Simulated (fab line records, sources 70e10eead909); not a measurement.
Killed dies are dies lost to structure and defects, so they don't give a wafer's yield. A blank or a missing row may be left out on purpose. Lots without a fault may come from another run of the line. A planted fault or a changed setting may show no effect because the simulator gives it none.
Which tool did it? | flow nand_harc | 6 lots, 18 wafers sampled, at 4 steps of a route of 1302

WHAT THE GAUGES READ, wafer by wafer
NHARC_END_SORT_01.
lot | measured | on | killed_at_array

WHICH TOOL RAN EACH LOT (tool, then ch and the chambers of the sampled wafers, then the start)
lot  | NHARC_A_CHANNEL_FILL_D2_ALD_02   | NHARC_THIN_TSV_PRE_CLEAN_50 | NHARC_THIN_TSV_PVD_51
L725 | ald_hk-01 ch 0,2,3, day 14 15:28 | pvd_sputter-02, no start    | pvd_sputter-02, no start
L727 | ald_hk-04 ch 0,1,3, day 15 21:10 | pvd_sputter-03, no start    | pvd_sputter-03, no start
L731 | ald_hk-03 ch 1,2,3, day 17 16:00 | pvd_sputter-03, no start    | pvd_sputter-03, no start
L740 | ald_hk-01 ch 1,2,3, day 21 10:56 | pvd_sputter-03, no start    | pvd_sputter-03, no start
L741 | ald_hk-03 ch 0,1, day 21 22:41   | pvd_sputter-03, no start    | pvd_sputter-03, no start
L745 | ald_hk-01 ch 1,2, day 23 00:23   | pvd_sputter-02, no start    | pvd_sputter-02, no start
- NHARC_A_CHANNEL_FILL_D2_ALD_02: deposits SiO2, target thk 6 nm, pulse time 10 s, ald cycles 60.
- NHARC_THIN_TSV_PRE_CLEAN_50: time 30 s.
- NHARC_THIN_TSV_PVD_51: deposits Cu, target thk 100 nm.

THE ANSWER, worked out from the rows above alone
Rule: what is usual is taken from the lots themselves. Put in order of their means at a reading, lots are off if they are a third of the lots or fewer, leave a main group of 4 or more, and stand apart from it by a gap of 3 or more times the standard deviation of the main group's means; of several such gaps the widest counts. A main group whose means are all the same, to the digits that the tables above print for the reading, isn't used. A lot without any number at a reading at which 4 lots or more have one is off too. The other lots that the step has rows for count as sound.
No lot is off at any reading shown: from this, nothing can be told.

WHAT THE SIMULATOR HAD PUT IN
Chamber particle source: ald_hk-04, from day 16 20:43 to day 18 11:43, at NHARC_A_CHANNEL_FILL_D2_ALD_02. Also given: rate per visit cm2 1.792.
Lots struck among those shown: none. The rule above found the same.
